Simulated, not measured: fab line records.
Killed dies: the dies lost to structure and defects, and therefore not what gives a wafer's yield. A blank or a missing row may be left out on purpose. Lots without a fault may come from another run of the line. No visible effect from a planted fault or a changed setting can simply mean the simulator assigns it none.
Matching of chambers	flow nandHarc	NHARC_P_M0_DESCUM_14 on rieDiel-10 has 4 sister chambers
The step chemistry O2, time 3 s. 8 wafers are shown with their chamber, then 7 later ones without.

EACH WAFER AND ITS CHAMBER
wafer	chamber	showerheadPlenumPTorr (Torr)	rfVppV (V)
L364.4	1	1.97	58.3
L364.6	3	1.91	58.5
L366.3	2	2.05	58.7
L369.3	0	1.94	58.3
L369.5	0	1.94	57.0
L369.6	1	1.97	58.3
L379.3	2	2.04	60.1
L379.4	3	1.90	58.1

WAFERS WHOSE CHAMBER IS MISSING
wafer	showerheadPlenumPTorr (Torr)	rfVppV (V)
L379.6	1.94	57.9
L383.2	1.90	56.7
L383.3	1.96	59.3
L383.5	2.04	55.9
L384.3	1.96	57.8
L384.4	2.04	56.4
L384.5	1.96	58.0

WHICH CHAMBER EACH ONE RAN IN
wafer	from the rows above	in truth
L379.6	0	0
L383.2	3	3
L383.3	1	1
L383.5	2	2
L384.3	can't be placed: 1 or 0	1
L384.4	2	2
L384.5	can't be placed: 1 or 0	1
Correctly placed: 5 of 7. Not placeable from these rows: 2 (in 2, the candidates include the true chamber). Wrongly placed: 0.
How it was worked out, from the rows above alone: a wafer's distance from a chamber is the root of the sum, over the readings, of the square of ((its reading less the chamber's mean) divided by the reading's scatter). The wafer belongs to the nearest chamber; if the next one is less than 2 further off, it can't be placed. For every chamber, the mean is computed from those of its wafers that are shown. How the scatter is found: for the shown wafers, subtract from each reading the mean of its chamber, square and add these, divide the total by (wafers less chambers), then take the root.
